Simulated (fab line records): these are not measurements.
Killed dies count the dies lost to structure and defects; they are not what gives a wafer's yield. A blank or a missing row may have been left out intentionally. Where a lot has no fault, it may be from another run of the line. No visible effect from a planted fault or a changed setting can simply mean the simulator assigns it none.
A lot that was struck, set against a sound lot    flow nand harc    14 steps out of a route of 1159
Sound: wafers L780.1, L780.3, L780.4. Wafers L796.1, L796.2, L796.4 were the ones struck. At the end, the cause is stated.
At each step with rows: each side's tool, then ch and its chambers, then its first start. Under that, the readings that differ: sound wafers    struck wafers    difference of the means    sigmas: that difference in standard deviations of wafers without a fault.
alike: words and numbers the same on both sides, and readings whose means are apart by under 2 such deviations; not compared: readings that were withheld, readings missing a value for some wafer, numbers with overlapping values and no deviation given by the record, and bounds like >300 which may hide the same value.
Wherever a step has rows on one side only, a row that says differs or no value, or a row with sigmas, the two part there. Non-overlapping numbers with no deviation appear without sigmas and do not part them. A reading that every wafer of one side lacks parts them only if that side has two wafers or more.

NHARC_A_SOURCE_PLATE_THK_MEAS_09: measures by ellipsometry.
  sound: film metro-02 at day 8 03:07; struck: film metro-02 at day 12 11:25
  alike: thk nm
then, 3 steps without rows for these wafers: NHARC_A_SOURCE_PLATE_PVD_04 (deposits WSi2, target thk 50 nm); NHARC_A_SOURCE_PLATE_CVD_03 (deposits poly-Si, target thk 200 nm, time 4000 s); NHARC_A_SOURCE_PLATE_ANNEAL_05 (time 1800 s).
NHARC_A_SOURCE_PLATE_THK_MEAS_06: measures by ellipsometry.
  sound: film metro-01 at day 8 16:07; struck: film metro-02 at day 13 00:11
  alike: thk nm
NHARC_A_SOURCE_PLATE_INSPECT_08:
  sound: defect inspect-02 at day 8 16:10; struck: defect inspect-01 at day 13 00:17
  alike: raw defect count
then, 1 step without rows for these wafers: NHARC_A_ONON_D1_DEP_00 (target thk 1000 nm).
NHARC_A_ONON_D1_THK_MEAS_02: measures by ellipsometry.
  sound: film metro-02 at day 8 16:45; struck: film metro-02 at day 13 00:52
  alike: thk nm
then, 1 step without rows for these wafers: NHARC_A_ONON_D1_DEP_03 (target thk 1000 nm).
NHARC_A_ONON_D1_THK_MEAS_05: measures by ellipsometry.
  sound: film metro-02 at day 8 17:19; struck: film metro-02 at day 13 01:27
  alike: thk nm
NHARC_A_ONON_D1_DEP_06: target thk 1000 nm.
  sound on pecvd onon-01 ch 0, day 8 17:22; struck on pecvd onon-01 ch 0, day 13 01:30
  alike: susceptor temp C
NHARC_A_ONON_D1_THK_MEAS_08: measures by ellipsometry.
  sound: film metro-01 at day 8 17:53; struck: film metro-02 at day 13 02:01
reading      sound           struck          difference  sigmas
thk nm (nm)  1011 1010 1012  1544 1542 1545  +533        +53
then, 1 step without rows for these wafers: NHARC_A_ONON_D1_DEP_09 (target thk 1000 nm).
-- jump in the record: it breaks off in module A_ONON_D1 and resumes in module END (first step shown: number 1159 of the route), and 12 days separate the struck wafers' starts before and after --
NHARC_END_SORT_01:
  here the record holds rows for the struck wafers (prober-02 ch 0, day 24 14:35) but none for the sound ones

== WHERE THEY PART ==
Earliest at NHARC_A_ONON_D1_THK_MEAS_08; latest, in this record, at NHARC_END_SORT_01.

WHY: what the simulator had put in
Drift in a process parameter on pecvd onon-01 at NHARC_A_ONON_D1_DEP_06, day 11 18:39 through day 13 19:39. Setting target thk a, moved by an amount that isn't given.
